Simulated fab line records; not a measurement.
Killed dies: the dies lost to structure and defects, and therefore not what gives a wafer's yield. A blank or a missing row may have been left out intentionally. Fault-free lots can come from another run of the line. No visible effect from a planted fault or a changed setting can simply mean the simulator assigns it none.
fab line records ; flow n5_finfet ; part 1 of 2: steps 1 to 23 of 35
[record] lots = 5; wafers = 15; last_day = 17
route steps=1938 shown BEOL_M1@840 BEOL_M2@841
lots that met no fault: taken from a fault-free run of the same line
start_h: hours from the record's first day to the start of the lot's first wafer shown ; wait_h: how many hours have passed since the lot's step before this one ; " as in the row above ; L1.1+2: a single row standing in for several wafers ; - value missing, or start not given ; * or withheld: withheld ; < > ~ a bound
route shown NAME@n: NAME is a module with steps in the file, n the number in the route of the first one ; usual: mean/standard deviation taken from wafers without a fault ; same: alike in all rows ; chamber/n: place in a boat ; sites: per-site readings ; _std_site: their standard deviation ; _edge_site: outer sites' mean less inner sites' ; radius_mm: for every site, how far away it sits from the centre of the wafer ; mask NAME#n: copy n ; behind: the tool/chamber that last shaped the wafer ; hold: reason for holding the lot/hours on hold/outcome of the hold ; device: which transistor (n, p or np) failed to switch ; end of line: the route-end tests of the same wafers ; a step given without rows: its recipe and nothing more ; killed: count of dies lost to structure and defects at first sort (not the wafer's yield) ; map: a wafer's dies, x killed, . not, _ none there
set.NAME: setting as actually run; set.NAME@STEP: the setting as run at that earlier step ; model.NAME: the simulator's own value behind a step, which no gauge read
certain route steps with their lots: each step a table, each wafer a row
services: from which hour (start_h, from the record's first day; less than 0 if before it) a tool's chamber was out of use, for how many hours, and why
[[steps]]
[step N5_BEOL_M1_INSPECT_59]
[recipe] inspect_instrument = darkfield; mode = post_dep
[usual] raw_defect_count = 66/24
lot.wafer;tool;chamber;start_h;wait_h;raw_defect_count
L075.4;defect_inspect-01;-;144.54;0.0;196
L075.5;defect_inspect-01;-;144.54;0.0;64
L075.6;defect_inspect-01;-;144.54;0.0;55
L076.3;defect_inspect-02;-;146.53;0.0;106
L076.5;defect_inspect-02;-;146.53;0.0;49
L076.6;defect_inspect-02;-;146.53;0.0;69
L083.1;defect_inspect-01;-;183.64;0.0;79
L083.3;defect_inspect-01;-;183.64;0.0;84
L083.5;defect_inspect-01;-;183.64;0.0;71
L093.2;defect_inspect-02;-;245.90;0.0;37
L093.3;defect_inspect-02;-;245.90;0.0;32
L093.5;defect_inspect-02;-;245.90;0.0;32
L096.2;defect_inspect-02;-;275.46;0.0;67
L096.3;defect_inspect-02;-;275.46;0.0;62
L096.5;defect_inspect-02;-;275.46;0.0;53
[step N5_BEOL_M2_ILD_DEP_00]
[recipe] material = SiOC; target_thk_a = 790; temp_c = 350; precursor = DEMS/O2; pressure_torr = 5; rf_w = 500; time_s = 15.3
[usual] heater_power_w = 510/100; showerhead_plenum_p_Torr = 5.697/0.013; susceptor_temp_C = 349.96/0.2; throttle_valve_pct = 11.8/0.63
lot.wafer;tool;chamber;start_h;wait_h;heater_power_w;showerhead_plenum_p_Torr;since_wet_clean_h;susceptor_temp_C;throttle_valve_pct
L075.4;pecvd-02;2;144.59;0.1;577;5.693;-;350.08;10.8
L075.5;pecvd-02;1;144.59;0.1;438;5.695;-;349.68;12.2
L075.6;pecvd-02;0;144.59;0.1;395;5.717;-;350.10;11.9
L076.3;pecvd-02;1;146.56;0.0;422;5.698;1757;349.88;12.1
L076.5;pecvd-02;1;146.56;0.0;425;5.703;-;349.95;12.2
L076.6;pecvd-02;0;146.56;0.0;332;5.708;-;349.84;11.7
L083.1;pecvd-01;1;183.68;0.0;656;5.684;1975;349.69;12.3
L083.3;pecvd-01;2;183.68;0.0;368;5.684;463;349.98;11.6
L083.5;pecvd-01;1;183.68;0.0;652;5.691;-;349.63;12.4
L093.2;pecvd-02;2;245.94;0.0;630;5.687;377;350.14;10.5
L093.3;pecvd-02;0;245.94;0.0;394;5.709;1131;350.24;11.9
L093.5;pecvd-02;2;245.94;0.0;639;5.687;-;349.98;10.8
L096.2;pecvd-03;0;275.50;0.0;475;5.727;798;350.03;11.6
L096.3;pecvd-03;2;275.50;0.0;512;5.679;44;349.75;10.2
L096.5;pecvd-03;2;275.50;0.0;519;5.683;-;349.76;10.6
[step N5_BEOL_M2_THK_MEAS_01]
[recipe] reads = SiOC_of_BEOL_M2_ILD_DEP_00
[usual] M2_ILD_THK = 78.9/1
lot.wafer;tool;chamber;start_h;wait_h;M2_ILD_THK[nm]
L075.4;film_metro-02;-;144.65;0.0;79.6
L075.5;film_metro-02;-;144.65;0.0;80.2
L075.6;film_metro-02;-;144.65;0.0;78.4
L076.3;film_metro-02;-;146.63;0.1;77.7
L076.5;film_metro-02;-;146.63;0.1;79.0
L076.6;film_metro-02;-;146.63;0.1;77.6
L083.1;film_metro-01;-;183.75;0.0;78.6
L083.3;film_metro-01;-;183.75;0.0;78.2
L083.5;film_metro-01;-;183.75;0.0;78.7
L093.2;film_metro-02;-;246.00;0.1;79.7
L093.3;film_metro-02;-;246.00;0.1;78.2
L093.5;film_metro-02;-;246.00;0.1;79.4
L096.2;film_metro-02;-;275.56;0.1;78.4
L096.3;film_metro-02;-;275.56;0.1;79.0
L096.5;film_metro-02;-;275.56;0.1;81.1
[step N5_BEOL_M2_PECVD_72]
[recipe] material = SiO2; target_thk_a = 160; temp_c = 400; precursor = TEOS/O2; pressure_torr = 5.5; rf_w = 450; teos_flow_sccm = 53.8; gas = O2; flow_sccm = 3000; time_s = 18
[usual] heater_power_w = 749/150; showerhead_plenum_p_Torr = 8.79/0.05; susceptor_temp_C = 400.00/0.2; throttle_valve_pct = 22.3/0.96
lot.wafer;tool;chamber;start_h;wait_h;heater_power_w;showerhead_plenum_p_Torr;since_wet_clean_h;susceptor_temp_C;throttle_valve_pct
L075.4;pecvd-01;1;144.70;0.1;752;8.76;-;399.74;23.2
L075.5;pecvd-01;0;144.70;0.1;732;8.76;-;400.01;22.7
L075.6;pecvd-01;2;144.70;0.1;593;8.79;-;399.69;21.7
L076.3;pecvd-02;0;146.67;0.0;492;8.88;1032;400.02;22.3
L076.5;pecvd-02;1;146.67;0.0;657;8.84;-;399.85;23.1
L076.6;pecvd-02;2;146.67;0.0;812;8.79;-;399.99;20.0
L083.1;pecvd-02;2;183.79;0.0;892;8.77;315;399.90;19.9
L083.3;pecvd-02;0;183.79;0.0;497;8.86;1069;400.10;22.4
L083.5;pecvd-02;1;183.79;0.0;599;8.80;-;399.56;23.0
L093.2;pecvd-01;0;246.04;0.0;749;8.76;1312;400.20;22.5
L093.3;pecvd-01;1;246.04;0.0;896;8.78;2037;399.76;22.9
L093.5;pecvd-01;0;246.04;0.0;777;8.79;-;400.01;22.6
L096.2;pecvd-01;2;275.60;0.0;537;8.77;555;400.20;22.1
L096.3;pecvd-01;0;275.60;0.0;778;8.77;1342;399.72;22.6
L096.5;pecvd-01;2;275.60;0.0;520;8.82;-;400.57;22.2
[step N5_BEOL_M2_HM_DEP_02]
[recipe] material = TiN; target_thk_a = 200; temp_c = 25; chamber_pressure_pa = 0.49996
[usual] susceptor_temp_C = 25.01/0.091; throttle_valve_pct = 29.9/1.1
lot.wafer;tool;chamber;start_h;wait_h;susceptor_temp_C;throttle_valve_pct
L075.4;pvd_sputter-02;-;145.19;0.5;24.95;29.1
L075.5;pvd_sputter-02;-;145.19;0.5;24.96;27.9
L075.6;pvd_sputter-02;-;145.19;0.5;25.17;30.4
L076.3;pvd_sputter-02;-;148.41;1.7;25.01;30.4
L076.5;pvd_sputter-02;-;148.41;1.7;25.05;28.1
L076.6;pvd_sputter-02;-;148.41;1.7;24.99;28.9
L083.1;pvd_sputter-03;-;184.87;1.1;24.93;29.9
L083.3;pvd_sputter-03;-;184.87;1.1;25.03;31.8
L083.5;pvd_sputter-03;-;184.87;1.1;25.06;31.9
L093.2;pvd_sputter-01;-;246.96;0.9;25.08;29.4
L093.3;pvd_sputter-01;-;246.96;0.9;25.03;30.5
L093.5;pvd_sputter-01;-;246.96;0.9;25.04;29.5
L096.2;pvd_sputter-01;-;275.66;0.0;25.06;30.5
L096.3;pvd_sputter-01;-;275.66;0.0;25.20;30.6
L096.5;pvd_sputter-01;-;275.66;0.0;25.06;30.3
[step N5_BEOL_M2_COAT_61]
[recipe] resist = SOC; temp_c = 250; time_s = 60; spin_rpm = 1500; resist_thk_nm = 60
lot.wafer;tool;chamber;start_h;wait_h
L075.4+5+6;litho_track-03;0;145.32;0.1
L076.3+5+6;litho_track-03;0;148.53;0.1
L083.1+3+5;litho_track-04;0;185.00;0.1
L093.2+3+5;litho_track-03;0;247.09;0.1
L096.2+3+5;litho_track-02;0;275.78;0.1
[step N5_BEOL_M2_COAT_62]
[recipe] resist = SiARC; temp_c = 220; time_s = 60; spin_rpm = 1500; resist_thk_nm = 12
lot.wafer;tool;chamber;start_h;wait_h
L075.4+5+6;litho_track-03;0;-;-
L076.3+5+6;litho_track-03;0;-;-
L083.1+3+5;litho_track-04;0;-;-
L093.2+3+5;litho_track-03;0;-;-
L096.2+3+5;litho_track-02;0;-;-
[step N5_BEOL_M2_COAT_73]
[recipe] resist = underlayer; temp_c = 205; time_s = 60; spin_rpm = 1500; resist_thk_nm = 5
lot.wafer;tool;chamber;start_h;wait_h
L075.4+5+6;litho_track-03;0;-;-
L076.3+5+6;litho_track-03;0;-;-
L083.1+3+5;litho_track-04;0;-;-
L093.2+3+5;litho_track-03;0;-;-
L096.2+3+5;litho_track-02;0;-;-
[step N5_BEOL_M2_COAT_05]
[recipe] resist = CAR-EUV; spin_rpm = 1500; resist_thk_nm = 30
lot.wafer;tool;chamber;start_h;wait_h
L075.4+5+6;litho_track-03;0;-;-
L076.3+5+6;litho_track-03;0;-;-
L083.1+3+5;litho_track-04;0;-;-
L093.2+3+5;litho_track-03;0;-;-
L096.2+3+5;litho_track-02;0;-;-
[step N5_BEOL_M2_EBR_07]
[recipe] solvent = PGMEA; ebr_width_mm = 1.5
lot.wafer;tool;chamber;start_h;wait_h
L075.4+5+6;litho_track-03;0;-;-
L076.3+5+6;litho_track-03;0;-;-
L083.1+3+5;litho_track-04;0;-;-
L093.2+3+5;litho_track-03;0;-;-
L096.2+3+5;litho_track-02;0;-;-
[step N5_BEOL_M2_SOFTBAKE_06]
[recipe] temp_c = 110; time_s = 60; resist = CAR-EUV
lot.wafer;tool;chamber;start_h;wait_h
L075.4+5+6;litho_track-03;0;-;-
L076.3+5+6;litho_track-03;0;-;-
L083.1+3+5;litho_track-04;0;-;-
L093.2+3+5;litho_track-03;0;-;-
L096.2+3+5;litho_track-02;0;-;-
[step N5_BEOL_M2_EXPOSE_08]
[recipe] mask_id = M2; na = 0.33; source_shape = dipole; sigma_inner = 0.369; sigma_outer = 0.767; polarization = unpolarized; dose_mj = 41.25
[same] dipole_opening_deg = 79.7; sigma_outer = 0.767
lot.wafer;tool;chamber;start_h;wait_h;mask
L075.4+5+6;euv_scanner-01;0;145.47;-;M2#0
L076.3+5+6;euv_scanner-01;0;148.68;-;M2#0
L083.1+3+5;euv_scanner-02;0;185.26;-;M2#0
L093.2+3+5;euv_scanner-01;0;247.23;-;M2#0
L096.2+3+5;euv_scanner-02;0;276.05;-;M2#0
[step N5_BEOL_M2_PEB_09]
[recipe] peb_temp_c = 100; peb_time_s = 60; resist = CAR-EUV
lot.wafer;tool;chamber;start_h;wait_h
L075.4+5+6;litho_track-02;0;145.52;0.0
L076.3+5+6;litho_track-04;0;148.74;0.0
L083.1+3+5;litho_track-04;0;185.32;0.1
L093.2+3+5;litho_track-04;0;247.29;0.1
L096.2+3+5;litho_track-04;0;276.11;0.1
[step N5_BEOL_M2_DEVELOP_10]
[recipe] develop_time_s = 30; developer = TMAH; resist = CAR-EUV; rinse_liquid = surfactant_rinse; dry = air_spin; dev_temp_c = 23
lot.wafer;tool;chamber;start_h;wait_h
L075.4+5+6;litho_track-02;0;-;-
L076.3+5+6;litho_track-04;0;-;-
L083.1+3+5;litho_track-04;0;-;-
L093.2+3+5;litho_track-04;0;-;-
L096.2+3+5;litho_track-04;0;-;-
[step N5_BEOL_M2_CD_MEAS_11]
[recipe] target_cd_nm = 16.79; landing_energy_ev = 500; detector = se_inlens; polarity = opening
[usual] cd_nm = 16.76/0.24
[same] landing_energy_ev = 500
lot.wafer;tool;chamber;start_h;wait_h;cd_nm
L075.4;cd_sem-02;0;145.59;-;17.10
L075.5;cd_sem-02;0;145.59;-;17.08
L075.6;cd_sem-02;0;145.59;-;16.99
L076.3;cd_sem-01;0;148.80;-;16.63
L076.5;cd_sem-01;0;148.80;-;16.85
L076.6;cd_sem-01;0;148.80;-;16.94
L083.1;cd_sem-02;0;185.39;-;17.08
L083.3;cd_sem-02;0;185.39;-;17.12
L083.5;cd_sem-02;0;185.39;-;16.57
L093.2;cd_sem-01;0;247.35;-;16.81
L093.3;cd_sem-01;0;247.35;-;16.82
L093.5;cd_sem-01;0;247.35;-;17.04
L096.2;cd_sem-01;0;276.18;-;16.81
L096.3;cd_sem-01;0;276.18;-;17.08
L096.5;cd_sem-01;0;276.18;-;17.07
[step N5_BEOL_M2_OVL_MEAS_12]
[recipe] points_per_wafer = 522
[usual] M2_OVL = -0.2/0.61
lot.wafer;tool;chamber;start_h;wait_h;M2_OVL[nm]
L075.4;overlay-01;0;145.63;0.0;-0.8
L075.5;overlay-01;0;145.63;0.0;0.3
L075.6;overlay-01;0;145.63;0.0;-0.3
L076.3;overlay-01;0;148.85;0.0;-1.0
L076.5;overlay-01;0;148.85;0.0;-0.5
L076.6;overlay-01;0;148.85;0.0;-0.8
L083.1;overlay-02;0;185.43;0.0;1.3
L083.3;overlay-02;0;185.43;0.0;1.9
L083.5;overlay-02;0;185.43;0.0;0.7
L093.2;overlay-01;0;247.39;0.0;0.1
L093.3;overlay-01;0;247.39;0.0;0.6
L093.5;overlay-01;0;247.39;0.0;-0.6
L096.2;overlay-01;0;276.21;0.0;-1.2
L096.3;overlay-01;0;276.21;0.0;-0.9
L096.5;overlay-01;0;276.21;0.0;-0.1
[step N5_BEOL_M2_INSPECT_13]
[recipe] mode = adi; inspect_instrument = brightfield
[usual] raw_defect_count = 407/100
lot.wafer;tool;chamber;start_h;wait_h;raw_defect_count
L075.4;defect_inspect-01;-;145.67;0.0;692
L075.5;defect_inspect-01;-;145.67;0.0;520
L075.6;defect_inspect-01;-;145.67;0.0;392
L076.3;defect_inspect-01;-;148.89;0.0;382
L076.5;defect_inspect-01;-;148.89;0.0;251
L076.6;defect_inspect-01;-;148.89;0.0;373
L083.1;defect_inspect-01;-;185.49;0.1;355
L083.3;defect_inspect-01;-;185.49;0.1;357
L083.5;defect_inspect-01;-;185.49;0.1;453
L093.2;defect_inspect-02;-;247.44;0.0;304
L093.3;defect_inspect-02;-;247.44;0.0;214
L093.5;defect_inspect-02;-;247.44;0.0;291
L096.2;defect_inspect-02;-;276.27;0.0;274
L096.3;defect_inspect-02;-;276.27;0.0;258
L096.5;defect_inspect-02;-;276.27;0.0;363
[step N5_BEOL_M2_DESCUM_16]
[recipe] chemistry = O2; time_s = 7; source_power_w = 50; bias_power_w = 20; pressure_mtorr = 20; rf_frequency_hz = 2.712e+07; temp_c = 40; resist = CAR-EUV; o2_flow_sccm = 225
[usual] drypump_motor_current_A = 6.0/0.44; o2_flow_sccm = 224.9/0.65; oes_product_au = 0.76/0.09; rf_vpp_V = 243.0/1.2; showerhead_plenum_p_Torr = 2.09/0.065; throttle_valve_pct = 20.38/0.27
lot.wafer;tool;chamber;start_h;wait_h;drypump_motor_current_A;o2_flow_sccm;oes_product_au;rf_hours_counter_h;rf_vpp_V;showerhead_plenum_p_Torr;throttle_valve_pct
L075.4;rie_diel-03;3;145.71;0.0;5.5;224.9;0.92;27;243.0;2.05;20.34
L075.5;rie_diel-03;1;145.71;0.0;6.6;225.5;0.88;-;243.5;2.04;20.01
L075.6;rie_diel-03;0;145.71;0.0;5.3;225.1;0.74;-;243.7;2.09;20.47
L076.3;rie_diel-03;2;148.93;0.0;6.0;224.6;0.72;210;245.0;2.16;20.91
L076.5;rie_diel-03;2;148.93;0.0;6.0;223.5;0.72;-;242.8;2.16;20.92
L076.6;rie_diel-03;1;148.93;0.0;6.6;226.0;0.89;-;241.7;2.04;20.00
L083.1;rie_diel-03;1;185.55;0.1;6.6;224.2;0.86;61;243.2;2.03;20.04
L083.3;rie_diel-03;3;185.55;0.1;5.5;224.9;0.89;44;242.3;2.04;20.36
L083.5;rie_diel-03;0;185.55;0.1;5.3;225.5;0.72;-;242.3;2.09;20.52
L093.2;rie_diel-03;3;247.63;0.2;5.5;225.0;0.85;67;241.2;2.03;20.41
L093.3;rie_diel-03;2;247.63;0.2;6.0;226.0;0.69;249;244.2;2.14;20.98
L093.5;rie_diel-03;0;247.63;0.2;5.4;225.0;0.69;-;242.0;2.08;20.53
L096.2;rie_diel-04;3;276.30;0.0;6.1;225.5;0.76;154;241.9;2.00;20.19
L096.3;rie_diel-04;0;276.30;0.0;6.6;226.3;0.68;241;242.6;2.16;20.32
L096.5;rie_diel-04;3;276.30;0.0;6.1;225.1;0.76;-;242.8;2.00;20.21
[step N5_BEOL_M2_ETCH_74]
[recipe] chemistry = N2/H2; target = underlayer; target_depth_a = 65; mask_material = CAR-EUV; time_s = 5.2; ion_energy_ev = 200; pressure_mtorr = 30; source_w = 840; bias_w = 150; n2_flow_sccm = 200; h2_flow_sccm = 200; ends = cleared
[usual] drypump_motor_current_A = 6.0/0.45; etch_rf_on_time_s = 5.20/0.13; oes_product_au = 0.65/0.078; rf_vpp_V = 523.7/2.4; showerhead_plenum_p_Torr = 2.54/0.072; throttle_valve_pct = 17.84/0.3
lot.wafer;tool;chamber;start_h;wait_h;drypump_motor_current_A;etch_rf_on_time_s;oes_product_au;rf_hours_counter_h;rf_vpp_V;showerhead_plenum_p_Torr;throttle_valve_pct
L075.4;rie_diel-03;3;145.74;0.0;5.5;5.10;0.78;27;523.8;2.50;17.79
L075.5;rie_diel-03;1;145.74;0.0;6.6;4.93;0.76;-;523.6;2.49;17.53
L075.6;rie_diel-03;0;145.74;0.0;5.4;5.25;0.62;-;523.6;2.52;17.80
L076.3;rie_diel-03;2;148.96;0.0;6.0;5.13;0.61;210;529.2;2.62;18.44
L076.5;rie_diel-03;2;148.96;0.0;6.0;5.20;0.62;-;526.8;2.62;18.44
L076.6;rie_diel-03;1;148.96;0.0;6.6;4.90;0.78;-;521.3;2.49;17.55
L083.1;rie_diel-03;1;185.58;0.0;6.6;4.97;0.74;61;521.9;2.48;17.57
L083.3;rie_diel-03;3;185.58;0.0;5.5;5.11;0.75;44;524.6;2.50;17.83
L083.5;rie_diel-03;0;185.58;0.0;5.4;5.26;0.61;-;522.1;2.51;17.85
L093.2;rie_diel-03;3;247.66;0.0;5.5;5.15;0.73;67;522.1;2.49;17.88
L093.3;rie_diel-03;2;247.66;0.0;6.0;5.34;0.59;249;525.7;2.60;18.48
L093.5;rie_diel-03;0;247.66;0.0;5.4;5.36;0.60;-;524.0;2.50;17.89
L096.2;rie_diel-04;3;276.33;0.0;6.1;5.26;0.65;154;520.1;2.44;17.72
L096.3;rie_diel-04;0;276.33;0.0;6.6;5.42;0.57;241;525.5;2.61;17.68
L096.5;rie_diel-04;3;276.33;0.0;6.1;5.27;0.64;-;520.1;2.44;17.74
[step N5_BEOL_M2_ETCH_63]
[recipe] chemistry = CF4; target = SiARC; target_depth_a = 156; mask_material = CAR-EUV; time_s = 26; ion_energy_ev = 80; pressure_mtorr = 40; source_w = 545; bias_w = 36; Ar_flow_sccm = 100; cf4_flow_sccm = 100; ends = cleared
[usual] drypump_motor_current_A = 6.0/0.44; etch_rf_on_time_s = 26.0/0.63; oes_product_au = 0.65/0.078; rf_vpp_V = 184.0/1.1; showerhead_plenum_p_Torr = 2.14/0.054; throttle_valve_pct = 15.60/0.28
lot.wafer;tool;chamber;start_h;wait_h;drypump_motor_current_A;etch_rf_on_time_s;oes_product_au;rf_hours_counter_h;rf_vpp_V;showerhead_plenum_p_Torr;throttle_valve_pct
L075.4;rie_diel-03;3;145.76;0.0;5.5;25.3;0.79;27;183.7;2.12;15.57
L075.5;rie_diel-03;1;145.76;0.0;6.6;24.6;0.77;-;182.0;2.10;15.28
L075.6;rie_diel-03;0;145.76;0.0;5.3;26.1;0.63;-;185.2;2.14;15.67
L076.3;rie_diel-03;2;148.98;0.0;6.0;26.4;0.61;210;184.9;2.20;16.06
L076.5;rie_diel-03;2;148.98;0.0;6.0;26.1;0.62;-;186.2;2.20;16.06
L076.6;rie_diel-03;1;148.98;0.0;6.5;24.4;0.77;-;183.1;2.10;15.30
L083.1;rie_diel-03;1;185.60;0.0;6.6;25.0;0.74;61;182.8;2.10;15.31
L083.3;rie_diel-03;3;185.60;0.0;5.5;25.4;0.76;44;183.7;2.11;15.62
L083.5;rie_diel-03;0;185.60;0.0;5.3;26.2;0.61;-;184.2;2.13;15.70
L093.2;rie_diel-03;3;247.68;0.0;5.5;25.5;0.72;67;184.2;2.10;15.67
L093.3;rie_diel-03;2;247.68;0.0;6.0;26.8;0.58;249;184.9;2.19;16.13
L093.5;rie_diel-03;0;247.68;0.0;5.3;26.4;0.59;-;182.2;2.12;15.73
L096.2;rie_diel-04;3;276.35;0.0;6.1;26.3;0.64;154;181.9;2.06;15.44
L096.3;rie_diel-04;0;276.35;0.0;6.6;27.0;0.57;241;185.2;2.20;15.53
L096.5;rie_diel-04;3;276.35;0.0;6.1;26.5;0.64;-;182.4;2.06;15.43
[step N5_BEOL_M2_ETCH_64]
[recipe] chemistry = N2/H2; target = SOC; target_depth_a = 750; overetch_a = 225; mask_material = SiARC; temp_c = 40; time_s = 121.9; ion_energy_ev = 200; pressure_mtorr = 30; source_w = 840; bias_w = 150; n2_flow_sccm = 200; h2_flow_sccm = 200
[usual] drypump_motor_current_A = 6.0/0.45; oes_product_au = 0.58/0.063; rf_vpp_V = 523.7/2.2; showerhead_plenum_p_Torr = 2.54/0.072; throttle_valve_pct = 17.80/0.3
lot.wafer;tool;chamber;start_h;wait_h;drypump_motor_current_A;oes_product_au;rf_hours_counter_h;rf_vpp_V;showerhead_plenum_p_Torr;throttle_valve_pct
L075.4;rie_diel-03;3;145.79;0.0;5.5;0.69;27;521.7;2.50;17.75
L075.5;rie_diel-03;1;145.79;0.0;6.6;0.67;-;522.4;2.49;17.48
L075.6;rie_diel-03;0;145.79;0.0;5.4;0.56;-;524.1;2.52;17.77
L076.3;rie_diel-03;2;149.01;0.0;6.0;0.56;210;528.0;2.62;18.39
L076.5;rie_diel-03;2;149.01;0.0;6.0;0.55;-;524.9;2.62;18.38
L076.6;rie_diel-03;1;149.01;0.0;6.6;0.66;-;521.3;2.49;17.49
L083.1;rie_diel-03;1;185.63;0.0;6.6;0.64;61;521.4;2.48;17.52
L083.3;rie_diel-03;3;185.63;0.0;5.5;0.66;44;521.7;2.50;17.79
L083.5;rie_diel-03;0;185.63;0.0;5.4;0.55;-;522.0;2.51;17.81
L093.2;rie_diel-03;3;247.71;0.0;5.5;0.65;67;522.7;2.49;17.83
L093.3;rie_diel-03;2;247.71;0.0;5.9;0.53;249;526.1;2.61;18.45
L093.5;rie_diel-03;0;247.71;0.0;5.3;0.54;-;524.0;2.50;17.85
L096.2;rie_diel-04;3;276.38;0.0;6.1;0.58;154;520.1;2.44;17.68
L096.3;rie_diel-04;0;276.38;0.0;6.6;0.52;241;526.0;2.61;17.65
L096.5;rie_diel-04;3;276.38;0.0;6.0;0.58;-;521.0;2.44;17.67
[step N5_BEOL_M2_STRIP_65]
[recipe] chemistry = N2/H2; temp_c = 40; n2_flow_sccm = 200; h2_flow_sccm = 200; rf_frequency_hz = 6e+07
lot.wafer;tool;chamber;start_h;wait_h
L075.4+5+6;rie_diel-03;3,1,0;145.90;0.1
L076.3+5+6;rie_diel-03;2,2,1;149.12;0.1
L083.1+3+5;rie_diel-03;1,3,0;185.74;0.1
L093.2+3+5;rie_diel-03;3,2,0;247.82;0.1
L096.2+3+5;rie_diel-04;3,0,3;276.49;0.1
[step N5_BEOL_M2_STRIP_75]
[recipe] chemistry = N2/H2; temp_c = 40; n2_flow_sccm = 200; h2_flow_sccm = 200; rf_frequency_hz = 6e+07
lot.wafer;tool;chamber;start_h;wait_h
L075.4+5+6;rie_diel-03;3,1,0;145.91;0.0
L076.3+5+6;rie_diel-03;2,2,1;149.13;0.0
L083.1+3+5;rie_diel-03;1,3,0;185.75;0.0
L093.2+3+5;rie_diel-03;3,2,0;247.83;0.0
L096.2+3+5;rie_diel-04;3,0,3;276.50;0.0
